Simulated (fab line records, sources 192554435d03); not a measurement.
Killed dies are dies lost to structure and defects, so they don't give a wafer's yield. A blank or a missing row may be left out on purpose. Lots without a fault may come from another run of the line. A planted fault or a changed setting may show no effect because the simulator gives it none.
A struck lot beside a sound one | flow n5_finfet | 20 steps out of a route of 1938
Sound: wafers L269.3, L269.4, L269.5. Struck: wafers L287.3, L287.4, L287.6. The cause comes at the end.
At each step with rows: each side's tool, then ch and its chambers, then its first start. Under that, the readings that differ: sound wafers | struck wafers | difference of the means | sigmas: that difference in standard deviations of wafers without a fault.
alike: readings whose means differ by less than 2 such deviations, and words and numbers that are the same on both sides. not compared: withheld readings, readings that some wafer has no value for, bounds like >300 that may hide the same value, and numbers for which the record gives no deviation and whose values overlap.
The two part at a step that has a row with sigmas, a row that says differs or no value, or rows on one side only. Numbers that don't overlap but have no deviation are shown without sigmas and don't part them. A reading that every wafer of one side lacks parts them only if that side has two wafers or more.

N5_BEOL_M13_CMP_49: polishes, stops on SiOC, t overpolish 17.1 s, target thk 420 nm.
  sound on cmp-04 ch 0,2, day 12 13:45; struck on cmp-01 ch 2,3, day 17 05:01
  alike: barrier_field_endpoint_s, motor_current_A, overpolish_run_s
  not compared: pad_life_wafers
N5_BEOL_M13_THK_MEAS_50: measures by xrf.
  sound on film_metro-02, day 12 14:01; struck on film_metro-02, day 17 05:19
  alike: M13_THK
then, 1 step without rows for these wafers: N5_BEOL_M13_PRE_CLEAN_52 (time 15 s).
N5_BEOL_M13_DEP_53: deposits SiCN from 3MS/NH3, target thk 50 nm, time 17.8 s.
  sound on pecvd-03 ch 0,1, day 12 14:04; struck on pecvd-02 ch 0,2, day 17 05:24
  alike: rf_fwd_power_W, showerhead_plenum_p_Torr, throttle_valve_pct
N5_BEOL_M13_RS_MEAS_54: measures by four-point-probe.
  sound on film_metro-02, day 12 14:08; struck on film_metro-01, day 17 05:28
  alike: M13_RS
N5_BEOL_M13_INSPECT_55: inspects for defects (darkfield).
  sound on defect_inspect-01, day 12 14:10; struck on defect_inspect-02, day 17 05:30
  alike: raw_defect_count
N5_BEOL_M14_ILD_DEP_00: deposits SiO2 from TEOS/O2, target thk 1119.3 nm, time 237.4 s.
  sound on pecvd-02 ch 0,2, day 12 14:17; struck on pecvd-03 ch 1,2, day 17 05:32
  alike: heater_power_w, rf_fwd_power_W, showerhead_plenum_p_Torr, throttle_valve_pct
N5_BEOL_M14_THK_MEAS_01:
  sound on film_metro-02, day 12 14:28; struck on film_metro-01, day 17 05:44
  alike: M14_ILD_THK
then, 4 steps without rows for these wafers: N5_BEOL_M14_COAT_58 (time 60 s, resist thk 89 nm); N5_BEOL_M14_COAT_04 (resist thk 800 nm); N5_BEOL_M14_EBR_06; N5_BEOL_M14_SOFTBAKE_05 (time 60 s).
N5_BEOL_M14_EXPOSE_07: exposes mask V13.
  sound on krf_scanner-02 ch 0, day 12 14:37; struck on krf_scanner-01 ch 0, day 17 06:01
  reading                          | sound          | struck         | difference | sigmas
  model.BEOL_M14.overlay_x_nm (nm) | -1.8 -1.8 -1.8 | 19.6 19.6 19.6 | +21.4      |
  alike: mask
then, 3 steps without rows for these wafers: N5_BEOL_M14_PEB_08 (peb time 90 s); N5_BEOL_M14_DEVELOP_09 (develop time 45 s); N5_BEOL_M14_HARDBAKE_14 (time 120 s).
N5_BEOL_M14_CD_MEAS_10: target cd 250 nm.
  sound on cd_sem-02 ch 0, day 12 14:47; struck on cd_sem-02 ch 0, day 17 06:10
  alike: cd_nm
N5_BEOL_M14_OVL_MEAS_11:
  sound on overlay-02 ch 0, day 12 14:49; struck on overlay-02 ch 0, day 17 06:12
  reading      | sound    | struck   | difference | sigmas
  V13_OVL (nm) | -6 -10 2 | 16 12 13 | +18        | +3
N5_BEOL_M14_INSPECT_12: inspects for defects (macro).
  sound on defect_inspect-02, day 12 14:50; struck on defect_inspect-01, day 17 06:13
  alike: raw_defect_count
N5_PASSIVATION_PROBE_49:
  sound on prober-02, day 13 23:49; struck on prober-01, day 18 11:02
  reading         | sound  | struck   | difference | sigmas
  killed_at_M4_up | 11 7 9 | 21 15 32 | +14        | +2
  alike: defect_limited_yield, killed_at_M0_to_M3, killed_at_contacts, killed_at_front_end, killed_at_other, killed_dies, killed_open, killed_short, sort_bin_5_function, sort_bin_6_memory, sort_n_pass, sort_yield_pct

WHERE THEY PART
First at N5_BEOL_M14_OVL_MEAS_11; last, within this record, at N5_PASSIVATION_PROBE_49.

WHY: what the simulator had put in
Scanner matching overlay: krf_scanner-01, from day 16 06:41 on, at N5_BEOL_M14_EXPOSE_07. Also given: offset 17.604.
